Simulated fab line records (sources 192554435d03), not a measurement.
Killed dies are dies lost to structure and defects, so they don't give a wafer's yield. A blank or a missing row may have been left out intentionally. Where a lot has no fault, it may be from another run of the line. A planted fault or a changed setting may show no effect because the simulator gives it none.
fab line records	flow n5-finfet
record: lots: 6	wafers: 16	last-day: 17
route steps=1938 shown FIN_SAQP@108 BEOL_M4@1111 PASSIVATION@1936
lots that met no fault: taken from a fault-free run of the same line
start-h: hours from the record's first day to the start of the lot's first wafer shown	wait-h: hours from the lot's prior step to this one	" the same as in the row above	L1.1+2: a row that stands for several wafers	- value missing, or start not given	* or withheld: withheld	< > ~ a bound
route shown NAME@n: NAME is a module with steps in the file, n the number in the route of the first one	usual: mean and standard deviation over wafers with no fault	same: alike in all rows	chamber/n: place in a boat	sites: the reading at each site	_std_site: standard deviation of those values	_edge_site: inner sites' mean taken away from outer sites' mean	radius-mm: for every site, how far away it sits from the centre of the wafer	mask NAME#n: copy n	behind: the last tool/chamber to shape the wafer	hold: why the lot was held/for how many hours/how that ended	device: the n, p or np transistor that did not switch	end of line: the route-end tests of the same wafers	a step without rows: its recipe alone	killed: dies that structure and defects cost at the first sort, which is not the same as the wafer's yield	map: a wafer's dies, marking killed ones x, the rest . and places with no die _
set.NAME: the setting as run; set.NAME@STEP: as run at that earlier step	model.NAME: the simulator's own value behind a step, which no gauge read
certain route steps with their lots: each step a table, each wafer a row
services: a tool's chamber out of use, with start hour (start-h, from the record's first day; less than 0 if before it), hours out, and reason
== steps ==
step: N5_FIN_SAQP_EXPOSE_13
recipe: mask-id: FIN_CORE	na: 1.35	source-shape: dipole	sigma-inner: 0.538	sigma-outer: 0.738	polarization: te	target-cd-nm: 35.6	dose-mj: 63.25
step: N5_FIN_SAQP_PEB_14
recipe: peb-temp-c: withheld	peb-time-s: 60	resist: CAR-ArF
step: N5_FIN_SAQP_DEVELOP_15
recipe: develop-time-s: 30	developer: TMAH	resist: CAR-ArF	dev-temp-c: 23	rinse-liquid: diw	dry: air-spin
step: N5_FIN_SAQP_CD_MEAS_16
recipe: target-cd-nm: 35.6	landing-energy-ev: 500	detector: se-inlens
usual: cd-nm: 35.7/0.39
lot.wafer	tool	chamber	start-h	wait-h	cd-nm
L589.1	cd-sem-01	0	28.44	-	35.6
L589.5	"	0	"	"	36.0
L589.6	"	0	"	"	36.4
L595.1	cd-sem-03	0	64.93	-	35.5
L595.4	"	0	"	"	35.8
L595.6	"	0	"	"	35.6
L597.2	cd-sem-02	0	77.33	-	36.3
L597.3	"	0	"	"	35.6
L597.4	"	0	"	"	35.7
L607.3	cd-sem-03	0	137.99	-	36.2
L607.5	"	0	"	"	36.3
L610.3	cd-sem-02	0	153.93	-	35.7
L610.5	"	0	"	"	35.6
L611.2	cd-sem-01	0	159.71	-	34.9
L611.4	"	0	"	"	35.4
L611.6	"	0	"	"	35.5
step: N5_FIN_SAQP_OVL_MEAS_17
recipe: points-per-wafer: 44
usual: FIN_CORE_OVL: -0.2/0.8
lot.wafer	tool	chamber	start-h	wait-h	FIN_CORE_OVL[nm]
L589.1	overlay-02	0	28.48	0.0	-1.1
L589.5	"	0	"	"	-1.8
L589.6	"	0	"	"	-0.9
L595.1	overlay-01	0	64.97	0.0	-0.8
L595.4	"	0	"	"	-0.4
L595.6	"	0	"	"	-0.1
L597.2	overlay-02	0	77.37	0.0	-0.7
L597.3	"	0	"	"	0.2
L597.4	"	0	"	"	-0.7
L607.3	overlay-02	0	138.03	0.0	-0.3
L607.5	"	0	"	"	0.2
L610.3	overlay-02	0	153.96	0.0	0.4
L610.5	"	0	"	"	-1.1
L611.2	overlay-02	0	159.74	0.0	-0.3
L611.4	"	0	"	"	-0.5
L611.6	"	0	"	"	-0.3
step: N5_FIN_SAQP_INSPECT_18
recipe: mode: adi	inspect-instrument: brightfield
usual: raw-defect-count: 393/100
lot.wafer	tool	chamber	start-h	wait-h	raw-defect-count
L589.1	defect-inspect-01	-	28.50	0.0	372
L589.5	"	-	"	"	488
L589.6	"	-	"	"	576
L595.1	defect-inspect-02	-	65.00	0.0	360
L595.4	"	-	"	"	327
L595.6	"	-	"	"	235
L597.2	defect-inspect-02	-	77.39	0.0	330
L597.3	"	-	"	"	371
L597.4	"	-	"	"	406
L607.3	defect-inspect-01	-	138.05	0.0	324
L607.5	"	-	"	"	329
L610.3	defect-inspect-01	-	153.99	0.0	385
L610.5	"	-	"	"	348
L611.2	defect-inspect-02	-	159.77	0.0	492
L611.4	"	-	"	"	330
L611.6	"	-	"	"	510
step: N5_FIN_SAQP_DESCUM_21
recipe: chemistry: O2	time-s: 7.9	source-power-w: 50	bias-power-w: 20	pressure-mtorr: 20	rf-frequency-hz: 2.712e+07	temp-c: 40	resist: CAR-ArF	o2-flow-sccm: 225
usual: drypump-motor-current-A: 5.7/0.54	oes-product-au: 0.83/0.088	rf-vpp-V: 243.4/1.5	showerhead-plenum-p-Torr: 2.10/0.088	throttle-valve-pct: 20.39/0.18
same: time-s: 7.9
lot.wafer	tool	chamber	start-h	wait-h	drypump-motor-current-A	oes-product-au	rf-hours-counter-h	rf-vpp-V	showerhead-plenum-p-Torr	throttle-valve-pct
L589.1	rie-diel-02	3	28.54	0.0	4.7	0.93	13	244.0	2.05	20.41
L589.5	"	3	"	"	4.7	0.93	-	242.9	2.05	20.41
L589.6	"	0	"	"	5.8	0.71	-	244.3	2.14	20.27
L595.1	rie-diel-06	1	65.03	0.0	6.7	0.83	75	242.6	2.02	20.43
L595.4	"	0	"	"	5.3	0.67	256	241.7	1.99	20.83
L595.6	"	0	"	"	5.3	0.67	-	242.3	1.99	20.83
L597.2	rie-diel-01	2	77.72	0.3	6.3	0.74	216	242.7	2.05	20.37
L597.3	"	0	"	"	6.1	0.75	182	240.9	1.99	20.54
L597.4	"	2	"	"	6.4	0.73	-	241.8	2.05	20.38
L607.3	rie-diel-01	2	138.09	0.0	6.4	0.71	244	241.9	2.04	20.42
L607.5	"	1	"	"	5.3	0.70	-	243.1	2.08	20.50
L610.3	rie-diel-02	3	154.08	0.1	4.7	0.84	65	241.1	2.03	20.48
L610.5	"	3	"	"	4.7	0.84	-	241.4	2.03	20.47
L611.2	rie-diel-06	0	159.80	0.0	5.3	0.91	13	245.5	2.25	20.51
L611.4	"	1	"	"	6.7	0.80	102	242.7	2.02	20.46
L611.6	"	1	"	"	6.7	0.80	-	242.0	2.02	20.46
step: N5_FIN_SAQP_ETCH_51
recipe: chemistry: CF4	target: SiARC	target-depth-a: 455	mask-material: CAR-ArF	time-s: 75.8	ion-energy-ev: 80	pressure-mtorr: 40	source-w: 545	bias-w: 36	Ar_flow_sccm: 100	cf4-flow-sccm: 100	ends: cleared
usual: drypump-motor-current-A: 5.7/0.54	etch-rf-on-time-s: 75.1/1.4	oes-product-au: 0.71/0.076	rf-vpp-V: 184.2/1.3	showerhead-plenum-p-Torr: 2.15/0.078	throttle-valve-pct: 15.57/0.22
lot.wafer	tool	chamber	start-h	wait-h	drypump-motor-current-A	etch-rf-on-time-s	oes-product-au	rf-hours-counter-h	rf-vpp-V	showerhead-plenum-p-Torr	throttle-valve-pct
L589.1	rie-diel-02	3	28.57	0.0	4.7	76.2	0.79	13	182.7	2.10	15.58
L589.5	"	3	"	"	4.8	75.9	0.79	-	182.6	2.10	15.56
L589.6	"	0	"	"	5.8	73.5	0.61	-	184.8	2.20	15.67
L595.1	rie-diel-06	1	65.07	0.0	6.7	76.3	0.71	75	183.6	2.07	15.59
L595.4	"	0	"	"	5.3	77.5	0.58	256	183.8	2.02	15.92
L595.6	"	0	"	"	5.3	77.4	0.58	-	182.4	2.02	15.92
L597.2	rie-diel-01	2	77.75	0.0	6.4	74.4	0.63	216	182.6	2.12	15.78
L597.3	"	0	"	"	6.1	73.0	0.65	182	183.6	2.06	15.83
L597.4	"	2	"	"	6.4	75.0	0.62	-	183.9	2.12	15.78
L607.3	rie-diel-01	2	138.12	0.0	6.3	75.5	0.60	244	183.5	2.11	15.84
L607.5	"	1	"	"	5.2	76.3	0.60	-	185.0	2.13	15.79
L610.3	rie-diel-02	3	154.11	0.0	4.8	75.9	0.71	65	182.2	2.08	15.66
L610.5	"	3	"	"	4.8	75.0	0.71	-	184.5	2.08	15.67
L611.2	rie-diel-06	0	159.84	0.0	5.3	75.4	0.78	13	186.7	2.27	15.44
L611.4	"	1	"	"	6.7	77.8	0.68	102	181.8	2.07	15.64
L611.6	"	1	"	"	6.7	77.7	0.69	-	182.4	2.07	15.64
step: N5_FIN_SAQP_ETCH_52
recipe: chemistry: N2/H2	target: SOC	target-depth-a: 1000	overetch-a: 200	mask-material: SiARC	temp-c: 40	time-s: 150	ion-energy-ev: 200	pressure-mtorr: 30	source-w: 840	bias-w: 150	n2-flow-sccm: 200	h2-flow-sccm: 200	ends: end-point
step: N5_FIN_SAQP_STRIP_53
recipe: chemistry: N2/H2	temp-c: 40	n2-flow-sccm: 200	h2-flow-sccm: 200	rf-frequency-hz: 6e+07
step: N5_FIN_SAQP_HM_OPEN_73
recipe: chemistry: CHF3/O2	target: SiO2	stop-on: a-Si	target-depth-a: 120	over-etch-frac: 1.8	mask-material: SOC	time-s: 16.8	pressure-mtorr: 30	source-w: 650	bias-w: 170	Ar_flow_sccm: 200	CHF3_flow_sccm: 50	O2_flow_sccm: 5	ion-energy-ev: 200	ends: end-point
step: N5_FIN_SAQP_STRIP_74
recipe: chemistry: CHF3/O2	resist: SiARC	rf-frequency-hz: 6e+07
step: N5_FIN_SAQP_MANDREL_ETCH_22
recipe: target-depth-a: 600	chemistry: HBr/Cl2	target: a-Si	stop-on: SiNx	bt-time-s: 10	over-etch-frac: 0.5	time-s: 30	pressure-mtorr: 10	icp-w: 800	bias-w: 75	HBr_flow_sccm: 150	Cl2_flow_sccm: 80	ends: end-point
usual: HBr_flow_sccm: 150.0/0.48	drypump-motor-current-A: 5.7/0.42	oes-product-au: 0.762/0.016	throttle-valve-pct: 35.4/0.31
lot.wafer	tool	chamber	start-h	wait-h	HBr_flow_sccm	drypump-motor-current-A	oes-product-au	rf-hours-counter-h	throttle-valve-pct	model.SOC_of_FIN_SAQP_COAT_49.thk-nm	model.SiNx_of_FIN_SAQP_PECVD_48.thk-nm
L589.1	rie-si-04	3	28.82	0.0	149.3	6.3	0.776	115	35.0	75.85	25.11
L589.5	"	3	"	"	149.2	6.3	0.792	-	35.0	76.14	25.35
L589.6	"	2	"	"	151.4	4.9	0.784	-	35.1	75.5	24.97
L595.1	rie-si-03	0	65.32	0.0	149.7	5.7	0.762	99	35.1	75.43	23.96
L595.4	"	3	"	"	149.7	5.7	0.737	59	35.5	75.52	24.81
L595.6	"	2	"	"	150.3	6.2	0.752	-	35.6	76.47	24.8
L597.2	rie-si-02	2	78.00	0.0	150.1	5.7	0.754	68	35.1	76.31	24.2
L597.3	"	1	"	"	150.0	5.2	0.759	119	35.9	76.36	24.3
L597.4	"	3	"	"	149.9	5.4	0.774	117	34.7	76.24	24.64
L607.3	rie-si-03	2	138.37	0.0	150.5	6.2	0.730	187	35.7	77	24.63
L607.5	"	2	"	"	150.3	6.2	0.747	-	35.6	62.72	17.69
L610.3	rie-si-03	2	154.36	0.0	150.3	6.2	0.736	187	35.7	76.96	24.89
L610.5	"	2	"	"	150.5	6.2	0.749	-	35.6	63.16	17.9
L611.2	rie-si-04	1	160.08	0.0	149.4	6.3	0.775	38	35.4	75	24.63
L611.4	"	0	"	"	149.6	5.9	0.778	31	35.2	75.87	24.92
L611.6	"	3	"	"	149.9	6.3	0.799	-	35.0	76.22	25.4
step: N5_FIN_SAQP_STRIP_55
recipe: chemistry: N2/H2	power-w: 500	temp-c: 40	pressure-mtorr: 50	rf-frequency-hz: 6e+07	overash-fraction: 0.3	bias-power-w: 28	h2-frac: 0.5	n2-flow-sccm: 300	h2-flow-sccm: 300
step: N5_FIN_SAQP_STRIP_23
recipe: chemistry: SPM	time-s: 750	temp-c: 130	h2so4-h2o2-vol-ratio: 4
step: N5_FIN_SAQP_SRD_66
recipe: dry: ipa-marangoni	time-s: 30	temp-c: 23	rinse-liquid: diw
step: N5_FIN_SAQP_RECESS_75
recipe: chemistry: HF/NH3	target: SiO2	target-depth-a: 144	afs-cycles: 3	temp-c: 30	sublimation-temp-c: 180	sublimation-time-s: 60
step: N5_FIN_SAQP_SPACER1_ALD_24
recipe: material: SiO2	target-thk-a: 203	temp-c: 300	ald-precursor-family: BDEAS	ald-co-reactant: O2-plasma	pulse-time-s: 1	purge-time-s: 2	co-reactant-purge-time-s: 2	ald-cycles: 218	pressure-torr: 2
usual: heater-power-w: 460/43	precursor-pulse-height-rel: 0.999/0.019
same: pulse-time-s: 1
lot.wafer	tool	chamber	start-h	wait-h	heater-power-w	precursor-pulse-height-rel
L589.1	ald-sin-01	3	29.63	0.3	525	1.038
L589.5	"	2	"	"	504	0.953
L589.6	"	3	"	"	526	1.001
L595.1	ald-sin-03	0	66.12	0.3	511	0.987
L595.4	"	1	"	"	388	0.976
L595.6	"	2	"	"	446	1.005
L597.2	ald-sin-01	1	79.43	0.3	458	0.991
L597.3	"	2	"	"	500	1.051
L597.4	"	3	"	"	525	0.976
L607.3	ald-sin-03	0	139.17	0.1	506	1.029
L607.5	"	0	"	"	504	1.021
L610.3	ald-sin-03	1	155.20	0.1	389	0.974
L610.5	"	3	"	"	471	1.016
L611.2	ald-sin-02	2	161.12	0.3	490	1.002
L611.4	"	1	"	"	481	1.012
L611.6	"	3	"	"	408	0.990
step: N5_FIN_SAQP_SPACER1_ETCHBACK_25
recipe: chemistry: CHF3/O2	mode: anisotropic-etchback	target: SiO2	target-depth-a: 244	time-s: 12.2	pressure-mtorr: 30	source-w: 650	bias-w: 170	Ar_flow_sccm: 200	CHF3_flow_sccm: 50	O2_flow_sccm: 5	ion-energy-ev: 200
usual: CHF3_flow_sccm: 49.99/0.15	drypump-motor-current-A: 5.7/0.52	oes-product-au: 0.82/0.089	rf-vpp-V: 523/5.5	showerhead-plenum-p-Torr: 2.41/0.094	throttle-valve-pct: 18.87/0.19
same: time-s: 12.2
lot.wafer	tool	chamber	start-h	wait-h	CHF3_flow_sccm	drypump-motor-current-A	oes-product-au	rf-hours-counter-h	rf-vpp-V	showerhead-plenum-p-Torr	throttle-valve-pct
L589.1	rie-diel-01	0	30.39	0.4	50.04	6.1	0.77	169	516	2.31	19.05
L589.5	"	0	"	"	49.99	6.1	0.76	-	517	2.31	19.05
L589.6	"	1	"	"	50.19	5.3	0.74	-	523	2.41	18.89
L595.1	rie-diel-06	3	66.84	0.4	49.85	5.1	0.91	20	536	2.54	18.73
L595.4	"	2	"	"	50.04	5.4	0.97	4	529	2.57	18.91
L595.6	"	0	"	"	50.05	5.3	0.67	-	522	2.27	19.19
L597.2	rie-diel-01	0	80.15	0.4	50.03	6.1	0.75	183	516	2.31	19.09
L597.3	"	2	"	"	49.93	6.4	0.72	217	520	2.38	18.97
L597.4	"	2	"	"	49.98	6.4	0.73	-	521	2.38	18.98
L607.3	rie-diel-06	0	139.93	0.4	50.07	5.3	0.94	6	530	2.56	18.80
L607.5	"	3	"	"	50.19	5.1	0.89	-	535	2.54	18.77
L610.3	rie-diel-01	1	155.93	0.4	49.90	5.3	0.70	207	523	2.39	18.98
L610.5	"	0	"	"	50.09	6.1	0.72	-	516	2.30	19.11
L611.2	rie-diel-01	1	161.83	0.4	49.94	5.3	0.70	210	523	2.38	18.99
L611.4	"	3	"	"	50.09	5.7	0.86	-	525	2.35	18.85
L611.6	"	1	"	"	49.93	5.3	0.70	-	523	2.39	18.98
step: N5_FIN_SAQP_MANDREL1_REMOVE_56
recipe: chemistry: HBr/Cl2/O2	bt-time-s: 10	target: a-Si	stop-on: SiNx	endpoint: OES-SiCl	over-etch-frac: 1	icp-w: 600	bias-w: 22	HBr_flow_sccm: 150	Cl2_flow_sccm: 80	O2_flow_sccm: 5	pressure-mtorr: 10
usual: HBr_flow_sccm: 150.0/0.51	drypump-motor-current-A: 5.7/0.46	oes-product-au: 0.998/0.017	throttle-valve-pct: 36.6/0.32
lot.wafer	tool	chamber	start-h	wait-h	HBr_flow_sccm	drypump-motor-current-A	oes-product-au	rf-hours-counter-h	throttle-valve-pct
L589.1	rie-si-02	0	30.48	0.1	150.4	5.1	1.007	7	36.7
L589.5	"	0	"	"	150.2	5.1	1.006	-	36.7
L589.6	"	1	"	"	149.9	5.2	0.995	-	37.2
L595.1	rie-si-04	1	66.93	0.1	150.1	6.3	1.009	36	36.8
L595.4	"	0	"	"	149.9	5.9	1.013	29	36.5
L595.6	"	2	"	"	150.2	4.9	1.021	-	36.5
L597.2	rie-si-04	3	80.24	0.1	149.6	6.3	1.001	116	36.3
L597.3	"	1	"	"	149.9	6.3	1.006	37	36.7
L597.4	"	0	"	"	149.9	5.9	1.006	29	36.6
L607.3	rie-si-03	3	140.02	0.1	150.3	5.7	0.957	60	36.9
L607.5	"	1	"	"	149.3	5.8	0.985	-	37.0
L610.3	rie-si-04	1	156.02	0.1	150.5	6.3	1.006	38	36.8
L610.5	"	3	"	"	150.8	6.3	1.008	-	36.4
L611.2	rie-si-04	3	161.92	0.1	149.9	6.3	1.012	118	36.3
L611.4	"	0	"	"	150.6	5.9	1.012	31	36.6
L611.6	"	0	"	"	150.8	5.9	1.017	-	36.5
step: N5_FIN_SAQP_CD_MEAS_27
recipe: target-cd-nm: 20	landing-energy-ev: 1000	detector: se-inlens	polarity: line
usual: cd-nm: 20.29/0.23
lot.wafer	tool	chamber	start-h	wait-h	cd-nm
L589.1	cd-sem-02	0	30.59	0.1	20.58
L589.5	"	0	"	"	20.10
L589.6	"	0	"	"	20.04
L595.1	cd-sem-02	0	67.04	0.1	20.67
L595.4	"	0	"	"	20.36
L595.6	"	0	"	"	20.32
L597.2	cd-sem-03	0	80.35	0.1	19.97
L597.3	"	0	"	"	20.50
L597.4	"	0	"	"	20.11
L607.3	cd-sem-03	0	140.14	0.1	20.16
L607.5	"	0	"	"	20.20
L610.3	cd-sem-01	0	156.14	0.1	19.89
L610.5	"	0	"	"	20.19
L611.2	cd-sem-03	0	162.03	0.1	20.35
L611.4	"	0	"	"	20.28
L611.6	"	0	"	"	20.23
step: N5_FIN_SAQP_ETCH_57
recipe: chemistry: CH3F/O2	target: SiNx	mask-material: SiO2	target-depth-a: 325	time-s: 46.4	pressure-mtorr: 30	source-w: 395	bias-w: 73	Ar_flow_sccm: 150	CH3F_flow_sccm: 30	O2_flow_sccm: 20	ion-energy-ev: 120	ends: cleared
usual: drypump-motor-current-A: 5.7/0.49	etch-rf-on-time-s: 45.9/0.84	oes-product-au: 0.70/0.076	rf-vpp-V: 296.7/3	showerhead-plenum-p-Torr: 2.01/0.077	throttle-valve-pct: 16.31/0.21
lot.wafer	tool	chamber	start-h	wait-h	drypump-motor-current-A	etch-rf-on-time-s	oes-product-au	rf-hours-counter-h	rf-vpp-V	showerhead-plenum-p-Torr	throttle-valve-pct	model.etch.depth-nm
L589.1	rie-diel-06	1	30.76	0.2	6.7	46.9	0.72	61	297.3	1.94	16.26	25.11
L589.5	"	0	"	"	5.3	48.3	0.58	-	296.3	1.88	16.62	25.35
L589.6	"	1	"	"	6.7	46.6	0.73	-	298.6	1.94	16.27	24.97
L595.1	rie-diel-06	0	67.11	0.1	5.3	45.3	0.58	256	296.1	1.88	16.64	23.96
L595.4	"	1	"	"	6.7	46.3	0.71	76	297.1	1.93	16.30	24.81
L595.6	"	2	"	"	5.5	45.2	0.83	-	300.3	2.14	16.32	24.8
L597.2	rie-diel-01	0	80.40	0.0	6.1	44.1	0.64	183	293.3	1.91	16.56	24.2
L597.3	"	1	"	"	5.3	45.6	0.62	173	297.6	1.99	16.42	24.3
L597.4	"	0	"	"	6.1	45.1	0.64	-	293.1	1.91	16.55	24.64
L607.3	rie-diel-01	0	140.24	0.1	6.1	45.4	0.62	212	293.4	1.90	16.59	24.63
L607.5	"	1	"	"	5.3	33.3	0.60	-	295.8	1.98	16.48	17.69
L610.3	rie-diel-02	2	156.18	0.0	5.7	46.3	0.70	74	292.2	2.11	16.18	24.89
L610.5	"	1	"	"	5.6	33.1	0.72	-	296.5	2.02	15.99	17.9
L611.2	rie-diel-01	0	162.08	0.0	6.1	45.2	0.62	221	293.1	1.90	16.60	24.63
L611.4	"	1	"	"	5.3	46.5	0.59	-	296.0	1.98	16.48	24.92
L611.6	"	0	"	"	6.1	46.3	0.62	-	293.4	1.90	16.61	25.4
step: N5_FIN_SAQP_ETCH_65
recipe: chemistry: CF4	target: SiO2	target-depth-a: 40	ion-energy-ev: 350	time-s: 4.4	pressure-mtorr: 10	icp-w: 800	bias-w: 400	cf4-flow-sccm: 80
step: N5_BEOL_M4_RC_MEAS_101
usual: DIBL_N: 36.1/1.5	DIBL_P: 36.1/1.9	IOFF_N: 0.159/0.029	IOFF_P: 0.21/0.038	ION_N: 675/11	ION_P: 464/8.1	SS_N: 71.5/0.57	SS_P: 73.3/0.64	VT_N: 249/3.1	VT_P: -250/3.8
lot.wafer	tool	chamber	start-h	wait-h	DIBL_N[mV/V]	DIBL_P[mV/V]	IOFF_N[nA/um]	IOFF_P[nA/um]	ION_N[uA/um]	ION_P[uA/um]	SS_N[mV/dec]	SS_P[mV/dec]	VT_N[mV]	VT_P[mV]
L589.1	prober-01	0	174.19	0.0	35.8	35.8	0.143	0.20	676	465	71.2	73.3	251	-251
L589.5	"	0	"	"	37.5	36.9	0.170	0.21	684	459	71.5	73.2	248	-253
L589.6	"	0	"	"	38.0	36.7	0.179	0.21	668	460	72.0	73.5	248	-250
L595.1	prober-01	0	201.14	0.0	33.2	32.1	0.116	0.15	665	456	70.8	72.6	253	-255
L595.4	"	0	"	"	35.0	34.2	0.127	0.17	653	446	70.1	72.8	252	-253
L595.6	"	0	"	"	33.6	32.7	0.116	0.15	658	450	70.3	72.0	256	-255
L597.2	prober-02	0	221.04	0.2	36.2	35.2	0.136	0.21	667	465	71.3	73.1	251	-249
L597.3	"	0	"	"	38.5	38.5	0.194	0.27	688	475	72.3	74.2	245	-245
L597.4	"	0	"	"	38.9	38.6	0.195	0.27	682	472	71.8	74.2	244	-243
L607.3	prober-01	0	277.01	0.3	36.3	38.5	0.176	0.22	674	462	71.9	73.8	248	-250
L607.5	"	0	"	"	35.2	36.8	0.160	0.19	668	456	71.5	73.5	251	-251
L610.3	prober-02	0	306.34	0.3	36.7	36.3	0.176	0.27	684	475	70.9	73.5	246	-244
L610.5	"	0	"	"	37.2	36.5	0.166	0.28	673	471	72.3	73.6	251	-243
L611.2	prober-01	0	321.60	0.2	36.2	37.9	0.192	0.27	679	475	71.6	74.0	246	-244
L611.4	"	0	"	"	34.7	35.0	0.153	0.21	683	473	71.3	73.3	249	-250
L611.6	"	0	"	"	36.2	36.5	0.183	0.23	682	463	71.3	74.1	248	-248
step: N5_PASSIVATION_PROBE_49
usual: defect-limited-yield: 91.5/1.6	killed_at_M0_to_M3: 33/10	killed_at_M4_up: 13/5.6	killed-at-contacts: 13/6	killed-at-front-end: 39/12	killed-at-other: 3.0/2.8	killed-dies: 101/19	killed-open: 65/13	killed-short: 32/8.3	sort_bin_5_function: 5.0/1	sort_bin_6_memory: 3.1/0.69	sort-n-pass: 1079/19	sort-yield-pct: 91.5/1.6
same: gross-dies: 1180	killed-at-back-side: 0	sort_bin_4_leakage[%]: 0	sort_bin_8_speed[%]: 0
lot.wafer	tool	chamber	start-h	wait-h	defect-limited-yield[%]	killed_at_M0_to_M3	killed_at_M4_up	killed-at-contacts	killed-at-front-end	killed-at-other	killed-dies	killed-open	killed-short	sort_bin_5_function[%]	sort_bin_6_memory[%]	sort-n-pass	sort-yield-pct[%]
L595.1	prober-02	-	311.94	0.0	90.8	24	14	10	56	5	109	68	32	5.5	2.9	1071	90.8
L595.4	prober-02	-	312.09	0.2	90.6	27	21	10	46	7	111	69	41	5.3	3.9	1069	90.6
L595.6	prober-02	-	312.19	0.3	91.1	32	14	6	49	4	105	62	39	5.2	3.1	1075	91.1
killed by level:class
L595.1 STI_FIN_REVEAL:geometric-particle:open=13 FIN_SAQP:geometric-particle:short=10 MOL_CONTACT_COAG:geometric-particle:open=10 BEOL_M0_SAQP:geometric-particle:open=7 HKMG_FIN:area-etch=7 BEOL_M2:geometric-particle:open=6 STI_FIN_REVEAL:geometric-particle:short=5 BEOL_M4:geometric-particle:open=5
L595.4 STI_FIN_REVEAL:geometric-particle:open=16 FIN_SAQP:geometric-particle:short=10 MOL_CONTACT_COAG:geometric-particle:open=8 BEOL_M0_SAQP:geometric-particle:short=7 BEOL_M0_SAQP:geometric-particle:open=6 BEOL_M8:geometric-particle:open=6 BEOL_M4:geometric-particle:open=5 STI_FIN_REVEAL:geometric-particle:short=4
L595.6 STI_FIN_REVEAL:geometric-particle:open=13 FIN_SAQP:geometric-particle:short=9 BEOL_M0_SAQP:geometric-particle:short=9 FIN_SAQP:geometric-particle:open=6 BEOL_M0:geometric-particle:open=6 BEOL_M2:geometric-particle:open=6 BEOL_M4:geometric-particle:open=6 STI_FIN_REVEAL:geometric-particle:short=4
== services ==
tool	chamber	start-h	hours	kind
rie-si-02	-	17.35	0.1	repair
ald-sin-01	-	18.38	1.1	repair
ald-sin-03	3	22.61	5.2	repair
rie-si-02	-	32.88	2.8	pm
ald-sin-03	1	33.57	8.5	repair
ald-sin-03	-	36.41	0.9	repair
ald-sin-02	0	38.50	9.1	repair
rie-diel-01	0	40.40	11.1	repair
rie-diel-01	3	59.68	14.2	repair
ald-sin-03	0	67.58	5.5	repair
rie-diel-01	-	68.27	2.8	pm
rie-diel-02	1	68.50	2.2	repair
rie-diel-06	0	68.51	6.8	repair
rie-diel-01	3	73.94	-	clean
rie-diel-06	2	83.58	4.7	repair
ald-sin-01	-	85.40	14.0	pm
rie-diel-02	2	92.12	3.4	repair
rie-si-04	1	99.50	3.5	repair
rie-diel-06	-	104.51	28.1	pm
rie-si-02	-	109.96	0.3	repair
ald-sin-01	-	122.19	14.6	pm
ald-sin-02	2	142.13	17.0	repair
rie-diel-02	0	145.20	4.2	repair
rie-si-03	-	159.61	0.3	repair
== key ==
first-sign: step: N5_FIN_SAQP_ETCH_57	reading: etch-rf-on-time-s	direction: down	sigmas: 15	usual: *	struck: *
effect none on later readings
model-effect: step: N5_FIN_SAQP_MANDREL_ETCH_22	value: SOC_of_FIN_SAQP_COAT_49.thk-nm	without: 76.81	struck: 62.94
model-effect: step: N5_FIN_SAQP_ETCH_57	value: etch.depth-nm	without: 25.16	struck: 17.8
met-at N5_FIN_SAQP_MANDREL_ETCH_22
struck-wafers L607.5,L610.5
onset-between 65.32 138.37
fault: kind: process-parameter-drift	tool: rie-si-03	chamber: -	onset-h: 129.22	steps: N5_FIN_SAQP_MANDREL_ETCH_22	channel: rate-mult	offset: 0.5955	shape: step	end-h: 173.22	scope: struck-wafers-only
